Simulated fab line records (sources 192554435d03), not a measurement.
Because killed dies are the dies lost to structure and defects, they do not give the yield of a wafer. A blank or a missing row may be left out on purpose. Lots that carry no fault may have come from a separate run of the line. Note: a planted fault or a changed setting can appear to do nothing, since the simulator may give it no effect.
fab line records | flow n5Finfet
[record] lots = 6 | wafers = 16 | lastDay = 21
route steps=1938 shown BEOL_M0@719 BEOL_M4@1111
lots that met no fault: from a run of the same line without faults
startH: start of the lot's first displayed wafer, in hours after the record's first day | waitH: hours since the lot's step before | " identical to the entry in the row above | L1.1+2: several wafers, shown together as one row | - no value, or no start given | * or withheld: withheld | < > ~ a bound
route shown NAME@n: names a module that has steps shown in the file, with the first one's number in the route | usual: mean/standard deviation of fault-free wafers | same: alike in all rows | chamber/n: place in a boat | sites: each site's reading | _std_site: the values' standard deviation | _edge_site: outer sites' mean less inner sites' | radiusMm: how far each site lies from the wafer's centre | mask NAME#n: copy n | behind: the most recent tool/chamber to have shaped the wafer | hold: why the lot went on hold/how many hours it stayed there/how the hold came to an end | device: names the non-switching transistor (n, p or np) | end of line: at the end of the route, the tests of the same wafers | a step given without rows: its recipe and nothing more | killed: at the first sort, the dies lost to defects and structure; wafer yield is something else | map: the dies of a wafer, with x for killed, . for not killed, _ for no die there
set.NAME: the run value of the setting; set.NAME@STEP: its run value at that earlier step | model.NAME: the simulator's own value behind a step, which no gauge read
a table for each step, a row for each wafer; lots at some steps of the route
services: from which hour (startH, from the record's first day; less than 0 if before it) a tool's chamber was out of use, for how many hours, and why
[[steps]]
[step N5_BEOL_M0_WET_ETCH_106]
[recipe] chemistry = DHF | dilution = 10:1 | tempC = 25 | target = SiO2 | targetDepthA = 1300 | dry = ipaMarangoni | rinseTimeS = 30 | rinseTempC = 23
[step N5_BEOL_M0_ETCH_128]
[recipe] chemistry = CF4/N2 | targetDepthA = 120 | overetchA = 51 | target = SiCN | timeS = 21.4 | ionEnergyEv = 150 | pressureMtorr = 40 | sourceW = 430 | biasW = 70 | Ar_flow_sccm = 100 | cf4FlowSccm = 60 | n2FlowSccm = 60
[usual] drypumpMotorCurrentA = 5.7/0.4 | oesProductAu = 0.54/0.06 | rfVppV = 383.2/2.1 | showerheadPlenumPTorr = 2.24/0.079 | throttleValvePct = 15.47/0.18
lot.wafer | tool       | chamber | startH | waitH | drypumpMotorCurrentA | oesProductAu | rfHoursCounterH | rfVppV | showerheadPlenumPTorr | throttleValvePct
L315.1    | rieDiel-02 | 3       | 131.78 | 0.1   | 5.6                  | 0.53         | 128             | 379.3  | 2.13                  | 15.55
L315.2    | "          | 0       | "      | "     | 5.6                  | 0.50         | 178             | 379.7  | 2.11                  | 15.41
L315.3    | "          | 1       | "      | "     | 5.8                  | 0.52         | 149             | 386.0  | 2.29                  | 15.41
L318.2    | rieDiel-04 | 2       | 147.70 | 0.2   | 5.2                  | 0.49         | 198             | 382.6  | 2.19                  | 15.53
L318.5    | "          | 2       | "      | "     | 5.2                  | 0.48         | -               | 382.7  | 2.19                  | 15.56
L318.6    | "          | 3       | "      | "     | 5.1                  | 0.50         | -               | 384.6  | 2.26                  | 15.62
L330.4    | rieDiel-04 | 0       | 222.57 | 0.0   | 6.1                  | 0.64         | -               | 385.1  | 2.35                  | 15.25
L330.6    | "          | 2       | "      | "     | 5.1                  | 0.48         | -               | 380.8  | 2.18                  | 15.61
L333.3    | rieDiel-04 | 2       | 230.25 | 0.0   | 5.2                  | 0.47         | 232             | 381.3  | 2.18                  | 15.61
L333.4    | "          | 0       | "      | "     | 6.1                  | 0.63         | 22              | 384.7  | 2.35                  | 15.26
L335.1    | rieDiel-05 | 3       | 251.99 | 0.0   | 6.6                  | 0.47         | 215             | 384.8  | 2.27                  | 15.61
L335.2    | "          | 1       | "      | "     | 5.4                  | 0.61         | 25              | 385.1  | 2.35                  | 15.15
L335.5    | "          | 0       | "      | "     | 6.3                  | 0.60         | -               | 383.2  | 2.24                  | 15.33
L336.1    | rieDiel-04 | 2       | 257.03 | 0.0   | 5.2                  | 0.48         | 240             | 380.5  | 2.17                  | 15.64
L336.2    | "          | 3       | "      | "     | 5.1                  | 0.65         | 9               | 383.7  | 2.25                  | 15.20
L336.6    | "          | 1       | "      | "     | 5.6                  | 0.60         | -               | 381.0  | 2.14                  | 15.54
[step N5_BEOL_M0_TRENCH_ETCH_107]
[recipe] chemistry = C4F6/O2 | targetDepthA = 328 | target = SiOC | timeS = 16.4 | ionEnergyEv = 250 | pressureMtorr = 30 | sourceW = 355 | biasW = 185 | Ar_flow_sccm = 300 | C4F6_flow_sccm = 10 | O2_flow_sccm = 10
[step N5_BEOL_M0_STRIP_142]
[recipe] chemistry = N2/H2 | timeS = 10 | powerW = 450 | tempC = 40 | pressureMtorr = 20 | rfFrequencyHz = 6e+07 | biasPowerW = 7 | n2FlowSccm = 200 | h2FlowSccm = 200
[step N5_BEOL_M0_OCD_MEAS_108]
[usual] trenchDepthNm = 32.7/0.53
lot.wafer | tool   | chamber | startH | waitH | trenchDepthNm
L315.1    | ocd-01 | -       | 131.93 | 0.1   | 31.9
L315.2    | "      | -       | "      | "     | 31.8
L315.3    | "      | -       | "      | "     | 32.5
L318.2    | ocd-01 | -       | 147.84 | 0.1   | 32.7
L318.5    | "      | -       | "      | "     | 33.6
L318.6    | "      | -       | "      | "     | 33.1
L330.4    | ocd-01 | -       | 222.70 | 0.0   | 33.8
L330.6    | "      | -       | "      | "     | 32.1
L333.3    | ocd-02 | -       | 230.39 | 0.1   | 32.6
L333.4    | "      | -       | "      | "     | 33.5
L335.1    | ocd-02 | -       | 252.14 | 0.1   | 32.0
L335.2    | "      | -       | "      | "     | 32.2
L335.5    | "      | -       | "      | "     | 32.2
L336.1    | ocd-01 | -       | 257.17 | 0.1   | 31.7
L336.2    | "      | -       | "      | "     | 33.5
L336.6    | "      | -       | "      | "     | 32.0
[step N5_BEOL_M0_HM_STRIP_129]
[recipe] chemistry = peroxideTinStrip | material = TiN | targetDepthA = 170 | tempC = 50 | timeS = 108
[step N5_BEOL_M0_SRD_130]
[recipe] timeS = 30 | tempC = 23 | rinseLiquid = diw | dry = ipaMarangoni
[step N5_BEOL_M0_ETCH_109]
[recipe] chemistry = CH3F/O2 | targetDepthA = 80 | overetchA = 24 | target = SiCN | timeS = 27.4 | ionEnergyEv = 120 | pressureMtorr = 30 | sourceW = 395 | biasW = 75 | Ar_flow_sccm = 150 | CH3F_flow_sccm = 30 | O2_flow_sccm = 20
[step N5_BEOL_M0_STRIP_139]
[recipe] chemistry = postEtchResidueRemover | timeS = 60 | tempC = 25 | removerPh = withheld | removerWaterWtPct = withheld | removerFluorideWtPct = withheld
[step N5_BEOL_M0_SRD_111]
[recipe] timeS = 30 | tempC = 23 | rinseLiquid = diw | dry = ipaMarangoni
[step N5_BEOL_M0_DEGAS_112]
[recipe] ambient = vacuum | tempC = 250 | timeS = 60
[step N5_BEOL_M0_PRE_CLEAN_113]
[recipe] gas = H2/He | timeS = 30 | tempC = 250
[step N5_BEOL_M0_ALD_136]
[recipe] material = TaN | targetThkA = * | tempC = 275 | aldPrecursorFamily = PDMAT | aldCoReactant = NH3 | pressureTorr = 3 | carrierFlowSccm = 1500 | pulseTimeS = 2 | purgeTimeS = 3 | coReactantPurgeTimeS = 2 | coReactantPulseTimeS = 3 | aldCycles = 30 | precursorVesselTempC = 75 | precursorVesselPressureTorr = 26.25 | precursorVesselCarrierSccm = 1000
[usual] aldCycles = 30/0 | heaterPowerW = 390/37 | mfcCarrierSccm = 1500/4.4 | susceptorTempC = 275.02/0.2
lot.wafer | tool        | chamber | startH | waitH | aldCycles | heaterPowerW | mfcCarrierSccm | susceptorTempC | model.TaN_of_BEOL_M0_ALD_136.thkNm
L315.1    | aldMetal-04 | 0       | 132.67 | 0.1   | 30        | 421          | 1494           | 274.85         | *
L315.2    | "           | 1       | "      | "     | 30        | 439          | 1500           | 275.13         | *
L315.3    | "           | 3       | "      | "     | 30        | 451          | 1501           | 274.86         | *
L318.2    | aldMetal-03 | 2       | 149.24 | 0.3   | 30        | 420          | 1498           | 275.11         | *
L318.5    | "           | 0       | "      | "     | 30        | 373          | 1507           | 274.99         | *
L318.6    | "           | 3       | "      | "     | 30        | 439          | 1493           | 274.76         | *
L330.4    | aldMetal-03 | 1       | 223.39 | 0.0   | 25        | 332          | 1496           | -              | *
L330.6    | "           | 0       | "      | "     | 25        | 358          | 1504           | -              | *
L333.3    | aldMetal-03 | 0       | 230.98 | 0.0   | 30        | 378          | 1496           | 275.07         | *
L333.4    | "           | 2       | "      | "     | 25        | 424          | 1499           | -              | *
L335.1    | aldMetal-01 | 2       | 252.61 | 0.0   | 30        | 367          | 1499           | 274.98         | *
L335.2    | "           | 0       | "      | "     | 30        | 363          | 1504           | 274.89         | *
L335.5    | "           | 0       | "      | "     | 30        | 351          | 1505           | 275.02         | *
L336.1    | aldMetal-01 | 2       | 257.92 | 0.0   | 30        | 380          | 1505           | 275.26         | *
L336.2    | "           | 0       | "      | "     | 30        | 355          | 1502           | 274.93         | *
L336.6    | "           | 3       | "      | "     | 30        | 348          | 1501           | 274.86         | *
[step N5_BEOL_M0_SURFACE_TREAT_137]
[recipe] gas = Ar | timeS = * | ionEnergyEv = * | ionCurrentMaCm2 = 0.5 | pressureMtorr = * | arFlowSccm = 30
[usual] throttleValvePct = *
lot.wafer | tool          | chamber | startH | waitH | throttleValvePct
L315.1    | pvdSputter-02 | -       | 133.13 | 0.4   | *
L315.2    | "             | -       | "      | "     | *
L315.3    | "             | -       | "      | "     | *
L318.2    | pvdSputter-03 | -       | 150.61 | 1.3   | *
L318.5    | "             | -       | "      | "     | *
L318.6    | "             | -       | "      | "     | *
L330.4    | pvdSputter-02 | -       | 223.63 | 0.1   | *
L330.6    | "             | -       | "      | "     | *
L333.3    | pvdSputter-01 | -       | 231.21 | 0.1   | *
L333.4    | "             | -       | "      | "     | *
L335.1    | pvdSputter-02 | -       | 252.84 | 0.1   | *
L335.2    | "             | -       | "      | "     | *
L335.5    | "             | -       | "      | "     | *
L336.1    | pvdSputter-02 | -       | 258.19 | 0.2   | *
L336.2    | "             | -       | "      | "     | *
L336.6    | "             | -       | "      | "     | *
[step N5_BEOL_M0_CVD_115]
[recipe] material = Co | targetThkA = * | tempC = withheld | precursor = CCTBA/H2 | pressureTorr = 30 | timeS = 120
[step N5_BEOL_M0_SPUTTER_116]
[recipe] material = Cu | targetThkA = 40 | tempC = -20 | chamberPressurePa = 0.07 | powerW = withheld | timeS = 7.37
[step N5_BEOL_M0_ANNEAL_117]
[recipe] tempC = 400 | timeS = 60 | ambient = vacuum
[usual] heaterPowerW = 804/73 | susceptorTempC = 400.00/0.23 | susceptor_temp_C_max = 401.1/0.33
lot.wafer | tool          | chamber | startH | waitH | heaterPowerW | susceptorTempC | susceptor_temp_C_max
L315.1    | pvdSputter-02 | -       | 133.63 | 0.0   | 862          | 399.95         | 401.2
L315.2    | "             | -       | "      | "     | 730          | 400.21         | 400.9
L315.3    | "             | -       | "      | "     | 926          | 400.07         | 401.3
L318.2    | pvdSputter-03 | -       | 150.99 | 0.0   | 892          | 400.09         | 401.3
L318.5    | "             | -       | "      | "     | 715          | 399.77         | 401.4
L318.6    | "             | -       | "      | "     | 790          | 399.92         | 400.7
L330.4    | pvdSputter-02 | -       | 224.04 | 0.0   | 712          | 400.33         | 401.1
L330.6    | "             | -       | "      | "     | 863          | 399.79         | 400.7
L333.3    | pvdSputter-01 | -       | 231.45 | 0.0   | 713          | 399.87         | 401.0
L333.4    | "             | -       | "      | "     | 744          | 400.12         | 401.6
L335.1    | pvdSputter-01 | -       | 253.08 | 0.0   | 710          | 399.69         | 400.6
L335.2    | "             | -       | "      | "     | 826          | 400.23         | 401.2
L335.5    | "             | -       | "      | "     | 731          | 400.07         | 401.0
L336.1    | pvdSputter-02 | -       | 258.44 | 0.0   | 786          | 399.48         | 400.3
L336.2    | "             | -       | "      | "     | 856          | 400.15         | 401.5
L336.6    | "             | -       | "      | "     | 910          | 399.76         | 400.7
[step N5_BEOL_M0_SPUTTER_132]
[recipe] material = Cu | targetThkA = 40 | tempC = -20 | chamberPressurePa = 0.07 | powerW = withheld | timeS = 7.37
[step N5_BEOL_M0_ANNEAL_133]
[recipe] tempC = 400 | timeS = 60 | ambient = vacuum
[step N5_BEOL_M0_SPUTTER_134]
[recipe] material = Cu | targetThkA = 40 | tempC = -20 | chamberPressurePa = 0.07 | powerW = withheld | timeS = 7.37
[usual] chamberPressurePa = 0.07003/0.00013 | susceptorTempC = -19.99/0.1 | throttleValvePct = 29.6/1
lot.wafer | tool          | chamber | startH | waitH | chamberPressurePa | susceptorTempC | throttleValvePct
L315.1    | pvdSputter-02 | -       | 133.79 | 0.0   | 0.06997           | -20.02         | 30.0
L315.2    | "             | -       | "      | "     | 0.0699            | -20.02         | 28.9
L315.3    | "             | -       | "      | "     | 0.07004           | -19.80         | 30.9
L318.2    | pvdSputter-03 | -       | 151.15 | 0.0   | 0.07004           | -19.95         | 29.0
L318.5    | "             | -       | "      | "     | 0.06991           | -19.98         | 28.2
L318.6    | "             | -       | "      | "     | 0.07003           | -20.09         | 29.2
L330.4    | pvdSputter-02 | -       | 224.20 | 0.0   | 0.07              | -19.96         | 28.9
L330.6    | "             | -       | "      | "     | 0.07022           | -19.84         | 30.3
L333.3    | pvdSputter-01 | -       | 231.61 | 0.0   | 0.06996           | -20.03         | 31.2
L333.4    | "             | -       | "      | "     | 0.07012           | -20.08         | 30.1
L335.1    | pvdSputter-01 | -       | 253.24 | 0.0   | 0.07021           | -19.94         | 31.3
L335.2    | "             | -       | "      | "     | 0.07002           | -20.15         | 29.5
L335.5    | "             | -       | "      | "     | 0.07012           | -20.09         | 30.1
L336.1    | pvdSputter-02 | -       | 258.60 | 0.0   | 0.07021           | -19.94         | 28.4
L336.2    | "             | -       | "      | "     | 0.07006           | -19.83         | 30.2
L336.6    | "             | -       | "      | "     | 0.06997           | -19.83         | 30.9
[step N5_BEOL_M0_ANNEAL_135]
[recipe] tempC = 400 | timeS = 60 | ambient = vacuum
[step N5_BEOL_M0_SPUTTER_141]
[recipe] material = Cu | targetThkA = 40 | tempC = -20 | chamberPressurePa = 0.07 | powerW = withheld | timeS = 7.37
[usual] chamberPressurePa = 0.07/0.00014 | susceptorTempC = -20.01/0.1 | throttleValvePct = 29.6/1
lot.wafer | tool          | chamber | startH | waitH | chamberPressurePa | susceptorTempC | throttleValvePct
L315.1    | pvdSputter-02 | -       | 133.91 | 0.0   | 0.06977           | -19.93         | 30.3
L315.2    | "             | -       | "      | "     | 0.07013           | -19.83         | 29.1
L315.3    | "             | -       | "      | "     | 0.07005           | -20.02         | 31.2
L318.2    | pvdSputter-03 | -       | 151.27 | 0.0   | 0.07              | -19.90         | 29.3
L318.5    | "             | -       | "      | "     | 0.07003           | -19.97         | 28.0
L318.6    | "             | -       | "      | "     | 0.06997           | -20.11         | 29.4
L330.4    | pvdSputter-02 | -       | 224.32 | 0.0   | 0.06974           | -19.96         | 28.9
L330.6    | "             | -       | "      | "     | 0.06999           | -20.02         | 30.3
L333.3    | pvdSputter-01 | -       | 231.73 | 0.0   | 0.07              | -19.95         | 31.4
L333.4    | "             | -       | "      | "     | 0.0701            | -19.86         | 30.1
L335.1    | pvdSputter-01 | -       | 253.36 | 0.0   | 0.07023           | -19.99         | 31.4
L335.2    | "             | -       | "      | "     | 0.06996           | -19.99         | 29.3
L335.5    | "             | -       | "      | "     | 0.07007           | -19.94         | 30.1
L336.1    | pvdSputter-02 | -       | 258.72 | 0.0   | 0.0701            | -19.94         | 28.8
L336.2    | "             | -       | "      | "     | 0.06992           | -20.03         | 30.3
L336.6    | "             | -       | "      | "     | 0.06987           | -19.89         | 30.9
[step N5_BEOL_M0_ECD_118]
[recipe] material = Cu | targetThkA = 3000
[step N5_BEOL_M0_ANNEAL_119]
[recipe] tempC = 225 | timeS = 90 | ambient = N2
[step N5_BEOL_M0_CMP_120]
[recipe] stopOn = SiOC | tOverpolishS = 6.9 | downForcePsi = 1 | platenRpm = 50 | clearingPlatenDownForcePsi = 1.5 | clearingPlatenRpm = 50 | postCmpClean = cuAlkaline | clearingPlatenPadVelocityMS = 0.99484 | padVelocityMS = 0.99484
[usual] barrierFieldEndpointS = 3.65/0.14 | motorCurrentA = 6.2/0.55
lot.wafer | tool   | chamber | startH | waitH | barrierFieldEndpointS | motorCurrentA
L315.1    | cmp-03 | 3       | 134.65 | 0.3   | 3.79                  | 6.7
L315.2    | "      | 0       | "      | "     | 3.72                  | 5.7
L315.3    | "      | 2       | "      | "     | 3.80                  | 5.8
L318.2    | cmp-04 | 1       | 151.77 | 0.2   | 3.66                  | 7.1
L318.6    | "      | 1       | "      | "     | 3.58                  | 6.9
L318.5    | "      | 2       | "      | "     | 3.55                  | 5.9
L330.4    | cmp-03 | 0       | 224.92 | 0.2   | 3.15                  | 6.0
L330.6    | "      | 3       | "      | "     | 3.12                  | 6.3
L333.4    | cmp-04 | 1       | 232.34 | 0.1   | 3.39                  | 7.4
L333.3    | "      | 0       | "      | "     | 3.59                  | 6.1
L335.2    | cmp-03 | 3       | 253.86 | 0.2   | 3.41                  | 6.4
L335.1    | "      | 1       | "      | "     | 3.40                  | 5.9
L335.5    | "      | 0       | "      | "     | 3.48                  | 6.0
L336.2    | cmp-03 | 1       | 259.25 | 0.2   | 3.48                  | 6.0
L336.1    | "      | 2       | "      | "     | 3.60                  | 5.4
L336.6    | "      | 1       | "      | "     | 3.48                  | 6.1
[step N5_BEOL_M4_RC_MEAS_101]
[usual] DIBL_N = 36.3/1.1 | DIBL_P = 36.3/1.4 | IOFF_N = 0.155/0.019 | IOFF_P = 0.211/0.027 | ION_N = 672/8.5 | ION_P = 462/5.8 | SS_N = 71.5/0.56 | SS_P = 73.3/0.52 | VT_N = 249.9/2.5 | VT_P = -249.8/2.8
lot.wafer | tool      | chamber | startH | waitH | DIBL_N[mV/V] | DIBL_P[mV/V] | IOFF_N[nA/um] | IOFF_P[nA/um] | ION_N[uA/um] | ION_P[uA/um] | SS_N[mV/dec] | SS_P[mV/dec] | VT_N[mV] | VT_P[mV]
L315.1    | prober-01 | 0       | 228.39 | 0.0   | 36.2         | 36.4         | 0.158         | 0.187         | 679          | 458          | 71.1         | 73.5         | 246.5    | -251.5
L315.2    | "         | 0       | "      | "     | 35.3         | 35.3         | 0.145         | 0.165         | 671          | 450          | 71.6         | 72.4         | 248.8    | -254.5
L315.3    | "         | 0       | "      | "     | 36.3         | 37.8         | 0.167         | 0.203         | 676          | 466          | 72.0         | 73.7         | 247.9    | -251.5
L318.2    | prober-01 | 0       | 250.38 | 0.2   | 35.4         | 35.8         | 0.146         | 0.193         | 664          | 460          | 70.9         | 73.0         | 250.3    | -250.5
L318.5    | "         | 0       | "      | "     | 34.8         | 33.5         | 0.128         | 0.167         | 668          | 461          | 70.8         | 72.9         | 253.6    | -251.9
L318.6    | "         | 0       | "      | "     | 35.6         | 35.7         | 0.151         | 0.195         | 675          | 471          | 71.6         | 74.0         | 247.8    | -252.7
L336.1    | prober-02 | 0       | 364.38 | 0.0   | 35.9         | 34.7         | 0.147         | 0.209         | 663          | 460          | 72.1         | 73.2         | 251.5    | -247.4
L336.2    | "         | 0       | "      | "     | 38.3         | 37.1         | 0.191         | 0.245         | 680          | 464          | 72.3         | 73.6         | 247.8    | -247.4
L336.6    | "         | 0       | "      | "     | 36.6         | 35.4         | 0.158         | 0.219         | 677          | 466          | 72.4         | 73.8         | 249.6    | -251.6
L330.4    | prober-01 | 0       | 376.75 | 0.5   | 35.4         | 34.8         | 0.151         | 0.195         | 681          | 464          | 71.3         | 73.0         | 250.4    | -250.3
L330.6    | "         | 0       | "      | "     | 36.6         | 36.2         | 0.169         | 0.214         | 684          | 467          | 71.5         | 73.8         | 248.6    | -247.7
L333.3    | prober-02 | 0       | 390.37 | 0.3   | 36.9         | 37.1         | 0.168         | 0.230         | 677          | 466          | 71.7         | 73.5         | 245.2    | -246.1
L333.4    | "         | 0       | "      | "     | 36.7         | 37.0         | 0.160         | 0.228         | 682          | 471          | 71.8         | 73.3         | 247.4    | -247.4
L335.1    | prober-01 | 0       | 400.81 | 0.0   | 36.4         | 35.7         | 0.167         | 0.213         | 677          | 456          | 72.0         | 73.1         | 249.3    | -249.3
L335.2    | "         | 0       | "      | "     | 35.8         | 35.1         | 0.154         | 0.208         | 673          | 455          | 72.6         | 73.7         | 249.8    | -249.9
L335.5    | "         | 0       | "      | "     | 35.6         | 34.6         | 0.155         | 0.197         | 673          | 460          | 72.1         | 73.2         | 248.3    | -250.5
[[services]]
tool          | chamber | startH | hours | kind
cmp-04        | -       | 116.21 | 6.9   | pm
pvdSputter-03 | -       | 118.46 | 0.5   | repair
aldMetal-03   | -       | 126.01 | 0.7   | repair
rieDiel-05    | 1       | 126.71 | 2.8   | repair
pvdSputter-01 | -       | 138.92 | 4.7   | repair
rieDiel-05    | 2       | 144.20 | 3.8   | repair
aldMetal-03   | -       | 156.17 | 2.8   | pm
rieDiel-04    | 0       | 157.01 | -     | clean
rieDiel-04    | 0       | 157.01 | -     | consumableReplace:focusRing
rieDiel-04    | 0       | 157.01 | -     | consumableReplace:showerhead
aldMetal-01   | 2       | 159.40 | 2.7   | repair
pvdSputter-02 | -       | 163.68 | 5.1   | repair
rieDiel-05    | -       | 172.97 | 2.8   | pm
aldMetal-04   | -       | 182.57 | 0.7   | repair
cmp-04        | -       | 187.56 | 0.4   | repair
aldMetal-04   | -       | 199.21 | 0.8   | repair
aldMetal-04   | 1       | 202.89 | 31.0  | repair
aldMetal-03   | 2       | 205.95 | 7.6   | repair
aldMetal-04   | 3       | 227.39 | 35.0  | repair
cmp-04        | -       | 233.46 | 4.0   | pm
cmp-03        | -       | 235.38 | 10.9  | pm
rieDiel-02    | -       | 238.40 | 0.2   | repair
rieDiel-02    | 0       | 251.28 | 2.0   | repair
cmp-03        | -       | 255.03 | 0.4   | repair
[[key]]
[firstSign] step = N5_BEOL_M0_ALD_136 | reading = aldCycles | direction = down | sigmas = 99+ | usual = * | struck = *
[effect] step = N5_BEOL_M0_CMP_120 | reading = barrierFieldEndpointS | direction = down | sigmas = 3.1 | usual = 3.65 | struck = 3.22
[modelEffect] step = N5_BEOL_M0_ALD_136 | value = TaN_of_BEOL_M0_ALD_136.thkNm | without = * | struck = *
metAt N5_BEOL_M0_ALD_136
struckWafers L330.4,L330.6,L333.4
onsetBetween 149.24 223.39
[fault] kind = processParameterDrift | tool = aldMetal-03 | chamber = - | onsetH = 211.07 | steps = N5_BEOL_M0_ALD_136 | channel = aldCycles | offset = * | shape = step | endH = 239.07 | scope = struckWafersOnly | actsIn = * | stated = *
